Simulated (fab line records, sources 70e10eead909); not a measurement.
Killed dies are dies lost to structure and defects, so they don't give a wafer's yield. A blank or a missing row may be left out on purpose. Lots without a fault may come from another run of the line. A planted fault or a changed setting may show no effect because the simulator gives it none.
fab line records | flow nand_harc
record lots=12 wafers=36 last_day=34
route steps=1302 shown A_CONTACT@985 END@1302
lots that met no fault: from a run of the same line without faults
start_h: hours from the record's first day to the start of the lot's first wafer shown | wait_h: hours since the lot's step before | " the same as in the row above | L1.1+2: a row that stands for several wafers | - no value, or no start given | * or withheld: withheld | < > ~ a bound
route shown NAME@n: a module of which the file shows steps, and the number in the route of the first | usual: mean/standard deviation of fault-free wafers | same: alike in all rows | chamber/n: place in a boat | sites: the reading at each site | _std_site: their standard deviation | _edge_site: outer sites' mean less inner sites' | radius_mm: how far each site lies from the wafer's centre | mask NAME#n: copy n | behind: the tool/chamber that last shaped the wafer | hold: why the lot was held/for how many hours/how that ended | device: the transistor (n, p or np) that didn't switch | end of line: the same wafers' tests at the end of the route | a step without rows: its recipe alone | killed: dies lost to structure and defects at the first sort, not the wafer's yield | map: a wafer's dies, x killed, . not, _ none there
set.NAME: the setting as run; set.NAME@STEP: as run at that earlier step | model.NAME: the simulator's own value behind a step, which no gauge read
steps of the route over a sample of lots; a table a step, a row a wafer
services: from which hour (start_h, from the record's first day; less than 0 if before it) a tool's chamber was out of use, for how many hours, and why
## steps
# step NHARC_A_CONTACT_DEP_28
# recipe target_thk_a=70000 temp_c=400 material=aC
# usual throttle_valve_pct=35.000/0.0091
# columns lot.wafer tool chamber start_h wait_h throttle_valve_pct
L785.4 acl_dep-02 0 503.71 3.9 35.010
L785.5 " 0 " " 35.000
L785.6 " 0 " " 35.002
L786.1 acl_dep-02 0 512.41 0.1 35.002
L786.2 " 0 " " 34.991
L786.3 " 0 " " 34.998
L788.2 acl_dep-02 0 538.61 2.6 35.001
L788.5 " 0 540.70 4.7 34.994
L788.6 " 0 " " 35.002
L789.3 acl_dep-02 0 564.15 3.8 34.983
L789.4 " 0 " " 35.010
L789.5 " 0 " " 35.004
L790.1 acl_dep-01 0 578.07 0.2 34.997
L790.3 " 0 579.51 1.6 34.996
L790.5 " 0 580.95 3.0 34.991
L795.1 acl_dep-02 0 598.02 0.1 35.006
L795.2 " 0 " " 34.984
L795.5 " 0 600.80 2.8 34.998
L794.1 acl_dep-02 0 605.87 0.7 34.993
L794.2 " 0 " " 35.022
L794.4 " 0 607.98 2.8 35.002
L796.1 acl_dep-03 0 605.92 0.7 35.017
L796.4 " 0 608.06 2.9 34.998
L796.6 " 0 609.48 4.3 35.000
L803.2 acl_dep-01 0 692.54 0.8 34.991
L803.3 " 0 " " 34.992
L803.5 " 0 694.68 2.9 34.992
L805.2 acl_dep-02 0 705.32 0.9 35.012
L805.4 " 0 706.72 2.3 34.995
L805.5 " 0 " " 35.006
L804.1 acl_dep-01 0 705.76 1.4 34.994
L804.3 " 0 707.19 2.8 34.995
L804.6 " 0 709.34 4.9 34.999
L806.1 acl_dep-02 0 729.07 0.1 35.007
L806.3 " 0 730.48 1.5 35.022
L806.4 " 0 " " 34.993
# step NHARC_A_CONTACT_ETCH_49
# recipe target_depth_a=2600 over_etch_frac=0.3 time_s=475.3 ion_energy_ev=200 n2_flow_sccm=150 h2_flow_sccm=150 ar_flow_sccm=0 rf_w=400 bias_w=150 chemistry=N2/H2
# usual drypump_motor_current_A=5.8/0.36 oes_product_au=0.997/0.01 rf_vpp_V=429.7/2 run_length_s=496.5/0.35 showerhead_plenum_p_Torr=2.01/0.069 throttle_valve_pct=14.172/0.0087
# columns lot.wafer tool chamber start_h wait_h drypump_motor_current_A oes_product_au rf_hours_counter_h rf_vpp_V run_length_s showerhead_plenum_p_Torr throttle_valve_pct
L785.4 rie_diel-08 2 506.79 - 6.0 0.991 16 427.4 496.4 2.00 14.165
L785.6 " 2 " " 6.0 0.986 - 430.8 496.6 2.00 14.168
L785.5 " 3 " " 6.1 1.002 - 428.0 496.4 1.96 14.180
L786.2 rie_diel-03 3 517.89 - 5.1 0.998 15 431.0 497.1 1.99 14.185
L786.1 " 0 " " 6.1 0.981 18 430.5 496.6 2.04 14.166
L786.3 " 1 " " 5.8 0.987 20 435.4 497.1 2.21 14.178
L788.2 rie_diel-08 3 543.12 - 6.1 1.005 30 426.8 496.9 1.96 14.156
L788.6 " 0 " " 5.9 1.008 - 428.9 497.1 1.98 14.173
L788.5 " 2 " " 6.0 0.987 - 428.7 497.0 2.00 14.174
L789.3 rie_diel-08 0 568.09 - 5.9 1.000 3 428.7 496.7 1.98 14.170
L789.5 " 0 " " 5.9 0.997 - 429.3 497.0 1.98 14.175
L789.4 " 2 " " 6.0 1.005 - 430.0 496.8 1.99 14.163
L790.3 rie_diel-02 2 583.56 - 5.0 1.008 1 430.6 496.2 2.01 14.180
L790.1 " 3 " " 5.2 1.002 0 427.5 496.1 1.97 14.165
L790.5 " 0 " " 5.2 0.996 - 431.2 496.1 2.04 14.169
L795.1 rie_diel-08 1 603.33 - 5.9 1.000 7 428.7 441.1 1.97 14.176
L795.2 " 3 " " 6.2 0.994 11 428.5 440.6 1.96 14.160
L795.5 " 2 " " 6.0 1.003 - 430.4 441.0 1.99 14.174
L794.2 rie_diel-02 1 611.21 - 6.2 0.990 16 434.4 496.3 2.17 14.173
L794.1 " 2 " " 4.9 0.996 16 430.3 496.3 2.01 14.179
L794.4 " 3 " " 5.2 1.006 18 427.8 496.3 1.96 14.159
L796.4 rie_diel-08 2 611.57 - 6.0 0.991 13 429.0 441.1 1.99 14.170
L796.1 " 0 " " 5.9 0.993 14 428.6 441.1 1.97 14.160
L796.6 " 2 " " 6.0 0.996 - 431.4 441.1 1.99 14.186
L803.2 rie_diel-02 2 697.21 - 4.9 1.008 46 430.4 496.1 2.00 14.159
L803.3 " 0 " " 5.2 0.990 45 429.3 495.8 2.03 14.169
L803.5 " 3 " " 5.3 1.001 - 427.3 495.8 1.95 14.169
L805.4 rie_diel-08 3 709.95 - 6.2 1.001 29 428.8 496.1 1.95 14.176
L805.2 " 1 " " 5.9 1.003 25 428.0 496.6 1.97 14.177
L805.5 " 3 " " 6.2 1.013 - 428.3 496.3 1.95 14.166
L804.3 rie_diel-03 2 711.41 - 5.5 0.990 23 429.2 496.1 2.01 14.166
L804.1 " 0 " " 6.1 0.988 21 430.4 496.4 2.02 14.178
L804.6 " 0 " " 6.1 0.988 - 429.6 496.3 2.02 14.177
L806.1 rie_diel-08 3 734.41 - 6.2 1.011 1 427.3 496.1 1.95 14.157
L806.3 " 0 " " 5.9 1.027 1 429.1 496.6 1.97 14.167
L806.4 " 2 " " 6.0 1.000 1 430.5 496.8 1.99 14.168
# step NHARC_A_CONTACT_ETCH_50
# recipe target_depth_a=1210 time_s=60.5 cf4_flow_sccm=100 chf3_flow_sccm=30 ar_flow_sccm=0 rf_w=500 bias_w=200 chemistry=CF4/CHF3
# usual chf3_flow_sccm=29.99/0.092 drypump_motor_current_A=5.8/0.37 oes_product_au=0.946/0.022 rf_vpp_V=369.9/1.9 run_length_s=81.8/0.32 showerhead_plenum_p_Torr=1.55/0.049 throttle_valve_pct=16.802/0.0088
# columns lot.wafer tool chamber start_h wait_h chf3_flow_sccm drypump_motor_current_A oes_product_au rf_hours_counter_h rf_vpp_V run_length_s showerhead_plenum_p_Torr throttle_valve_pct
L785.4 rie_diel-08 1 - - 29.98 5.9 0.971 17 369.2 81.6 1.53 16.795
L785.5 " 0 " " 29.94 5.9 0.974 - 369.3 82.0 1.53 16.799
L785.6 " 1 " " 29.93 5.8 0.969 - 368.7 82.2 1.53 16.817
L786.3 rie_diel-03 3 - - 29.94 5.1 0.926 16 370.1 82.4 1.54 16.791
L786.1 " 1 " " 29.84 5.8 0.919 21 374.6 81.7 1.69 16.809
L786.2 " 2 " " 29.92 5.5 0.926 18 370.2 81.2 1.56 16.808
L788.2 rie_diel-08 0 - - 29.95 5.9 0.976 30 369.4 82.1 1.53 16.811
L788.5 " 0 " " 30.00 5.9 0.975 - 369.9 82.0 1.53 16.787
L788.6 " 2 " " 30.13 6.0 0.951 - 370.7 81.7 1.54 16.806
L789.3 rie_diel-08 0 - - 29.97 5.9 0.957 3 369.4 82.4 1.53 16.805
L789.5 " 2 " " 29.93 6.0 0.957 - 372.0 82.3 1.54 16.803
L789.4 " 3 " " 30.06 6.1 0.966 - 368.3 81.6 1.52 16.802
L790.3 rie_diel-02 3 - - 29.94 5.2 0.936 1 369.5 81.4 1.52 16.817
L790.1 " 0 " " 30.05 5.2 0.937 1 370.6 81.6 1.57 16.803
L790.5 " 1 " " 30.08 6.2 0.939 - 375.5 82.1 1.67 16.785
L795.2 rie_diel-08 1 - - 29.95 5.8 0.928 7 368.8 81.7 1.53 16.805
L795.1 " 2 " " 29.86 6.0 0.912 11 367.2 81.7 1.54 16.801
L795.5 " 2 " " 30.02 6.0 0.908 - 369.7 82.1 1.54 16.797
L794.1 rie_diel-02 1 - - 29.96 6.2 0.935 17 373.4 81.5 1.67 16.787
L794.4 " 2 " " 29.97 4.9 0.949 17 371.3 81.5 1.55 16.802
L794.2 " 3 " " 30.22 5.2 0.955 19 368.7 81.0 1.52 16.793
L796.1 rie_diel-08 2 - - 29.99 6.0 0.934 14 371.0 82.6 1.54 16.792
L796.4 " 0 " " 30.09 5.9 0.938 14 368.0 82.0 1.53 16.788
L796.6 " 2 " " 30.07 6.0 0.934 - 369.3 81.7 1.54 16.793
L803.3 rie_diel-02 3 - - 30.07 5.2 0.964 46 366.6 81.0 1.51 16.794
L803.2 " 0 " " 29.98 5.2 0.968 45 370.4 81.1 1.56 16.792
L803.5 " 3 " " 29.88 5.2 0.967 - 368.2 81.6 1.51 16.819
L805.2 rie_diel-08 1 - - 30.05 5.9 0.965 25 368.1 81.9 1.52 16.794
L805.4 " 2 " " 29.98 6.0 0.981 29 369.9 82.3 1.54 16.803
L805.5 " 1 " " 30.04 5.8 0.966 - 368.7 81.7 1.52 16.810
L804.1 rie_diel-03 2 - - 29.97 5.5 0.906 23 371.0 81.7 1.55 16.808
L804.3 " 1 " " 29.98 5.8 0.926 23 375.1 81.9 1.68 16.823
L804.6 " 0 " " 30.10 6.1 0.910 - 370.2 81.9 1.56 16.818
L806.3 rie_diel-08 2 - - 29.91 6.0 0.952 1 368.7 81.7 1.54 16.807
L806.4 " 0 " " 30.00 5.9 0.980 1 369.4 82.5 1.52 16.794
L806.1 " 1 " " 29.87 5.8 0.971 1 367.2 81.6 1.52 16.795
# step NHARC_A_CONTACT_ETCH_116
# recipe source_w=withheld pressure_mtorr=20 bias_v=3000 time_s=190 target_depth_a=18500 ar_flow_sccm=withheld c4f8_flow_sccm=withheld o2_flow_sccm=withheld chemistry=C4F8/O2/Ar
# usual run_length_s=190/0
# columns lot.wafer tool chamber start_h wait_h rf_hours_counter_h run_length_s
L785.4 har_cap_etch-03 0 509.38 0.1 - 190
L785.5 " 0 " " - 190
L785.6 " 1 " " - 190
L786.2 har_cap_etch-02 1 520.48 0.1 88 190
L786.1 " 0 " " 88 190
L786.3 " 0 " " - 190
L788.2 har_cap_etch-03 1 545.99 0.1 50 190
L788.6 " 1 " " - 190
L788.5 " 0 " " - 190
L789.4 har_cap_etch-01 0 570.98 0.1 - 190
L789.3 " 1 " " - 190
L789.5 " 0 " " - 190
L790.1 har_cap_etch-02 0 589.13 0.1 96 190
L790.3 " 1 " " - 190
L790.5 " 0 " " - 190
L795.2 har_cap_etch-01 1 605.87 0.1 17 190
L795.1 " 0 " " 17 190
L795.5 " 1 " " - 190
L794.2 har_cap_etch-03 0 613.84 0.1 61 190
L794.1 " 1 " " 61 190
L794.4 " 0 " " - 190
L796.1 har_cap_etch-02 0 614.75 0.1 104 190
L796.4 " 0 " " - 190
L796.6 " 1 " " - 190
L803.2 har_cap_etch-03 1 699.77 0.1 76 190
L803.3 " 1 " " - 190
L803.5 " 1 " " - 190
L805.2 har_cap_etch-02 1 712.45 0.1 120 190
L805.4 " 1 " " - 190
L805.5 " 0 " " - 190
L804.1 har_cap_etch-01 0 714.31 0.1 38 190
L804.3 " 0 " " - 190
L804.6 " 1 " " - 190
L806.1 har_cap_etch-02 0 736.98 0.1 125 190
L806.3 " 1 " " - 190
L806.4 " 0 " " - 190
# step NHARC_END_SORT_01
# recipe temp_c=25
# usual killed_at_array=64/18 killed_at_other=0.8/1.1 killed_at_periphery=3.8/2.7 killed_dies=68/18 killed_open=3.3/1.9 killed_short=2.3/1.8
# same gross_dies=677
# columns lot.wafer tool chamber start_h wait_h killed_at_array killed_at_other killed_at_periphery killed_dies killed_open killed_short
L795.1 prober-01 0 686.13 2.5 75 0 7 82 3 0
L795.2 prober-01 0 686.93 2.8 64 0 5 69 0 1
L795.5 prober-01 0 689.32 3.7 69 0 7 76 2 1
L796.1 prober-01 0 693.98 2.6 51 0 4 55 3 7
L796.4 prober-01 0 696.40 3.4 42 1 3 46 1 2
L796.6 prober-01 0 698.01 4.0 52 0 3 55 3 2
# killed by level:class
L795.1 A_SLIT:chamber_film_flake=28 A_CHANNEL_HOLE_D1:chamber_film_flake=27 A_CHANNEL_HOLE_D2:chamber_film_flake=11 P_CONTACT:chamber_film_flake=6 A_CHANNEL_FILL_D2:chamber_film_flake=3 A_BLC:chamber_film_flake=3 P_GATE:geometric_particle:open=1 A_CHANNEL_HOLE_D2:geometric_particle:open=1
L795.2 A_CHANNEL_HOLE_D1:chamber_film_flake=29 A_SLIT:chamber_film_flake=19 A_CHANNEL_HOLE_D2:chamber_film_flake=12 P_GATE:chamber_film_flake=2 P_CONTACT:chamber_film_flake=2 A_SOURCE_PLATE:geometric_particle:short=1 P_STI:chamber_film_flake=1 A_BLC:chamber_film_flake=1
L795.5 A_CHANNEL_HOLE_D1:chamber_film_flake=28 A_SLIT:chamber_film_flake=25 A_CHANNEL_HOLE_D2:chamber_film_flake=10 P_CONTACT:chamber_film_flake=6 A_BLC:chamber_film_flake=2 P_M0:geometric_particle:open=1 A_ONON_D1:geometric_particle:open=1 A_CHANNEL_HOLE_D2:geometric_particle:short=1
L796.1 A_SLIT:chamber_film_flake=31 A_CHANNEL_HOLE_D1:chamber_film_flake=6 A_CONTACT:chamber_film_flake=3 A_CHANNEL_FILL_D1:geometric_particle:short=2 P_CONTACT:chamber_film_flake=2 P_M1:chamber_film_flake=2 A_SOURCE_PLATE:geometric_particle:short=1 A_ONON_D1:geometric_particle:short=1
L796.4 A_SLIT:chamber_film_flake=31 A_CHANNEL_HOLE_D1:chamber_film_flake=6 A_WL_FILL:geometric_particle:short=2 A_M1:geometric_particle:open=1 P_ZERO_WELL:chamber_film_flake=1 P_STI:chamber_film_flake=1 P_CONTACT:chamber_film_flake=1 A_ZERO_WELL:chamber_film_flake=1
L796.6 A_SLIT:chamber_film_flake=36 A_CHANNEL_HOLE_D1:chamber_film_flake=8 A_CONTACT:chamber_film_flake=3 P_CONTACT:chamber_film_flake=2 P_GATE:geometric_particle:open=1 A_CHANNEL_FILL_D1:geometric_particle:open=1 A_DECK1_JOINT:geometric_particle:short=1 A_WL_FILL:geometric_particle:short=1
## services
# columns tool chamber start_h hours kind
acl_dep-03 - 481.68 13.0 pm
rie_diel-03 0 489.02 4.1 repair
har_cap_etch-01 - 497.00 17.0 pm
rie_diel-08 0 499.33 - clean
rie_diel-02 - 504.80 1.1 repair
rie_diel-08 1 515.47 58.7 repair
rie_diel-08 - 544.80 9.0 pm
rie_diel-03 3 547.96 7.7 repair
acl_dep-01 - 553.22 13.0 pm
rie_diel-02 - 571.39 9.0 pm
acl_dep-02 - 577.19 1.0 repair
rie_diel-08 0 590.40 1.3 repair
rie_diel-03 1 604.28 7.1 repair
acl_dep-02 - 610.09 13.0 pm
rie_diel-03 - 636.16 9.0 pm
rie_diel-02 0 653.45 3.2 repair
acl_dep-03 - 664.11 13.0 pm
rie_diel-02 1 667.45 4.3 repair
rie_diel-03 3 705.00 14.9 repair
rie_diel-03 0 714.15 7.5 repair
rie_diel-02 3 718.45 9.2 repair
rie_diel-08 - 721.80 9.0 pm
rie_diel-02 - 732.72 0.4 repair
acl_dep-01 - 734.22 13.0 pm
## key
first_sign step=NHARC_A_CONTACT_ETCH_49 reading=run_length_s direction=down sigmas=99+ usual=* struck=*
effect none on later readings
met_at NHARC_A_CONTACT_ETCH_49
struck_lots L795,L796
tester_left_out L795,L796
not_acting_at NHARC_A_CONTACT_DEP_28,NHARC_A_CONTACT_ETCH_50,NHARC_A_CONTACT_ETCH_116
onset_between 568.09 603.33
fault kind=process_parameter_drift tool=rie_diel-08 chamber=- onset_h=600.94 steps=NHARC_A_CONTACT_ETCH_49 channel=time_s offset=* shape=step end_h=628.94 acts_in=* stated=*
# tester_left_out: of these lots the tester's yield and bins aren't shown, on N5 and GAA mostly nor the transistor test; their killed dies are dies lost to structure and defects alone, not to doping, threshold or leakage, so they don't give the yield
